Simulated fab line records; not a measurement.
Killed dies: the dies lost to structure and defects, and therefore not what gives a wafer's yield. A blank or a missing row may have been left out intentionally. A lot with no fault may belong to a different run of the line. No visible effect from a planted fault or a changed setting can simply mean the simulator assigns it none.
Which of the tools did it? :: flow nand-harc :: 12 lots with 36 wafers sampled at 4 steps, on a route of 1302 steps

== WHAT THE GAUGES READ, wafer by wafer ==
NHARC_A_DECK1_JOINT_THK_MEAS_14: measures by ellipsometry.
lot: L075
measured: day 11 14:26
on: film-metro-02
thk-nm (nm): 49.2 48.4 49.7

lot: L077
measured: day 12 10:48
on: film-metro-01
thk-nm (nm): 49.5 50.2 52.0

lot: L079
measured: day 13 14:01
on: film-metro-02
thk-nm (nm): 52.0 50.0 53.4

lot: L081
measured: day 14 02:02
on: film-metro-02
thk-nm (nm): 50.5 51.8 51.8

lot: L083
measured: day 14 20:46
on: film-metro-02
thk-nm (nm): 51.4 52.0 52.2

lot: L086
measured: day 16 02:01
on: film-metro-01
thk-nm (nm): 52.6 50.8 51.2

lot: L087
measured: day 16 16:07
on: film-metro-01
thk-nm (nm): 50.8 49.8 53.1

lot: L088
measured: day 17 13:14
on: film-metro-01
thk-nm (nm): 52.1 49.1 52.7

lot: L091
measured: day 18 03:44
on: film-metro-01
thk-nm (nm): 52.0 48.1 50.7

lot: L093
measured: day 19 23:16
on: film-metro-02
thk-nm (nm): 49.9 52.1 49.1

lot: L094
measured: day 19 23:24
on: film-metro-01
thk-nm (nm): 49.5 50.9 52.6

lot: L097
measured: day 21 07:52
on: film-metro-02
thk-nm (nm): 52.0 51.4 52.1

== WHICH TOOL RAN EACH LOT (tool, then ch and the chambers of the sampled wafers, then the start) ==
lot: L075
NHARC_A_CHANNEL_HOLE_D1_ETCH_33: har-etch-02 ch 0,1, day 9 01:01
NHARC_A_CHANNEL_FILL_D1_ALD_25: ald-hk-03 ch 0,1, day 10 15:57
NHARC_A_CHANNEL_FILL_D1_STRIP_29: rie-diel-13 ch 1,3, day 10 21:05

lot: L077
NHARC_A_CHANNEL_HOLE_D1_ETCH_33: har-etch-02 ch 0,1, day 9 21:11
NHARC_A_CHANNEL_FILL_D1_ALD_25: ald-hk-01 ch 0,2,3, day 11 13:58
NHARC_A_CHANNEL_FILL_D1_STRIP_29: rie-diel-13 ch 0,2,3, day 12 10:48 or earlier

lot: L079
NHARC_A_CHANNEL_HOLE_D1_ETCH_33: har-etch-02 ch 0, day 10 22:09
NHARC_A_CHANNEL_FILL_D1_ALD_25: ald-hk-03 ch 0,1, day 12 16:23
NHARC_A_CHANNEL_FILL_D1_STRIP_29: rie-diel-13 ch 1,2, day 13 14:01 or earlier

lot: L081
NHARC_A_CHANNEL_HOLE_D1_ETCH_33: har-etch-01 ch 0,1, day 13 03:36 or earlier
NHARC_A_CHANNEL_FILL_D1_ALD_25: ald-hk-01 ch 1,2, day 13 03:36
NHARC_A_CHANNEL_FILL_D1_STRIP_29: rie-diel-02 ch 0,2, day 14 02:02 or earlier

lot: L083
NHARC_A_CHANNEL_HOLE_D1_ETCH_33: har-etch-02 ch 0,1, day 12 08:24
NHARC_A_CHANNEL_FILL_D1_ALD_25: ald-hk-03 ch 1,2,3, day 14 00:14
NHARC_A_CHANNEL_FILL_D1_STRIP_29: rie-diel-02 ch 1,2, day 14 20:46 or earlier

lot: L086
NHARC_A_CHANNEL_HOLE_D1_ETCH_33: har-etch-01 ch 0,1, day 13 13:07
NHARC_A_CHANNEL_FILL_D1_ALD_25: ald-hk-01 ch 0,1,3, day 15 03:17
NHARC_A_CHANNEL_FILL_D1_STRIP_29: rie-diel-09 ch 1,2,3, day 16 02:01 or earlier

lot: L087
NHARC_A_CHANNEL_HOLE_D1_ETCH_33: har-etch-02 ch 0,1, day 14 03:42
NHARC_A_CHANNEL_FILL_D1_ALD_25: ald-hk-04 ch 0,2,3, day 15 19:37
NHARC_A_CHANNEL_FILL_D1_STRIP_29: rie-diel-09 ch 0,1,3, day 15 23:33

lot: L088
NHARC_A_CHANNEL_HOLE_D1_ETCH_33: har-etch-02 ch 1, day 14 21:41
NHARC_A_CHANNEL_FILL_D1_ALD_25: ald-hk-01 ch 0,1,2, day 16 15:01
NHARC_A_CHANNEL_FILL_D1_STRIP_29: rie-diel-13 ch 0,1,2, day 17 13:14 or earlier

lot: L091
NHARC_A_CHANNEL_HOLE_D1_ETCH_33: har-etch-01 ch 0,1, day 15 16:27
NHARC_A_CHANNEL_FILL_D1_ALD_25: ald-hk-03 ch 0,1, day 17 05:39
NHARC_A_CHANNEL_FILL_D1_STRIP_29: rie-diel-09 ch 0,1,2, day 18 03:44 or earlier

lot: L093
NHARC_A_CHANNEL_HOLE_D1_ETCH_33: har-etch-01 ch 0,1, day 17 06:02
NHARC_A_CHANNEL_FILL_D1_ALD_25: ald-hk-04 ch 2,3, day 19 00:48
NHARC_A_CHANNEL_FILL_D1_STRIP_29: rie-diel-13 ch 0,1, day 19 23:16 or earlier

lot: L094
NHARC_A_CHANNEL_HOLE_D1_ETCH_33: har-etch-02 ch 1, day 17 14:02
NHARC_A_CHANNEL_FILL_D1_ALD_25: ald-hk-01 ch 2,3, day 19 01:01
NHARC_A_CHANNEL_FILL_D1_STRIP_29: rie-diel-09 ch 1,2,3, day 19 23:24 or earlier

lot: L097
NHARC_A_CHANNEL_HOLE_D1_ETCH_33: har-etch-02 ch 0,1, day 18 14:58
NHARC_A_CHANNEL_FILL_D1_ALD_25: ald-hk-04 ch 0,1,2, day 20 05:51
NHARC_A_CHANNEL_FILL_D1_STRIP_29: rie-diel-02 ch 0,2,3, day 21 07:52 or earlier
- NHARC_A_CHANNEL_HOLE_D1_ETCH_33: etches the open film in C4F8/O2/Ar, time 90 s, target depth 400 nm.
- NHARC_A_CHANNEL_FILL_D1_ALD_25: deposits SiOx, target thk 60 nm, pulse time 10 s, ald cycles 600.
- NHARC_A_CHANNEL_FILL_D1_STRIP_29: strips in O2, time 20 s.

== THE ANSWER, worked out from the rows above alone ==
Rule: the usual values come from the lots themselves. Put in order of their means at a reading, lots are off if they are a third of the lots or fewer, leave a main group of 4 or more, and stand apart from it by a gap of 3 or more times the standard deviation of the main group's means; of several such gaps the widest counts. If all means in a main group match to the digits the tables above print for the reading, that group is not used. Also off: a lot with no number at a reading for which 4 or more lots have one. Where the step has rows for the other lots, those lots are counted as sound.
No lot is off at any reading shown: from this, nothing can be told.

== WHAT THE SIMULATOR HAD INSERTED ==
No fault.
